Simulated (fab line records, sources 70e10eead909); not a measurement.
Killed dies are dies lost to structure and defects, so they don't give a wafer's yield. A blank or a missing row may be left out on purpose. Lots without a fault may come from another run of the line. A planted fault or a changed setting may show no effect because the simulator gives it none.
Which tool did it? | flow nand_harc | 7 lots, 21 wafers sampled, at 1 step of a route of 1159

WHAT THE GAUGES READ, wafer by wafer
NHARC_A_START_INSPECT_01.
lot  | measured     | on                | raw_defect_count
L227 | day 7 04:14  | defect_inspect-02 | 3 5 0
L229 | day 7 05:47  | defect_inspect-02 | 1 1 2
L230 | day 7 21:46  | defect_inspect-02 | 3 3 2
L234 | day 8 18:05  | defect_inspect-02 | 2 3 5
L241 | day 10 10:49 | defect_inspect-02 | 3 0 2
L243 | day 10 22:26 | defect_inspect-01 | 6 7 2
L249 | day 11 22:34 | defect_inspect-02 | 4 3 5

WHICH TOOL RAN EACH LOT (tool, then ch and the chambers of the sampled wafers, then the start)
The record holds no process step before these readings.

THE ANSWER, worked out from the rows above alone
Rule: what is usual is taken from the lots themselves. Put in order of their means at a reading, lots are off if they are a third of the lots or fewer, leave a main group of 4 or more, and stand apart from it by a gap of 3 or more times the standard deviation of the main group's means; of several such gaps the widest counts. A main group whose means are all the same, to the digits that the tables above print for the reading, isn't used. A lot without any number at a reading at which 4 lots or more have one is off too. The other lots that the step has rows for count as sound.
No lot is off at any reading shown: from this, nothing can be told.

WHAT THE SIMULATOR HAD PUT IN
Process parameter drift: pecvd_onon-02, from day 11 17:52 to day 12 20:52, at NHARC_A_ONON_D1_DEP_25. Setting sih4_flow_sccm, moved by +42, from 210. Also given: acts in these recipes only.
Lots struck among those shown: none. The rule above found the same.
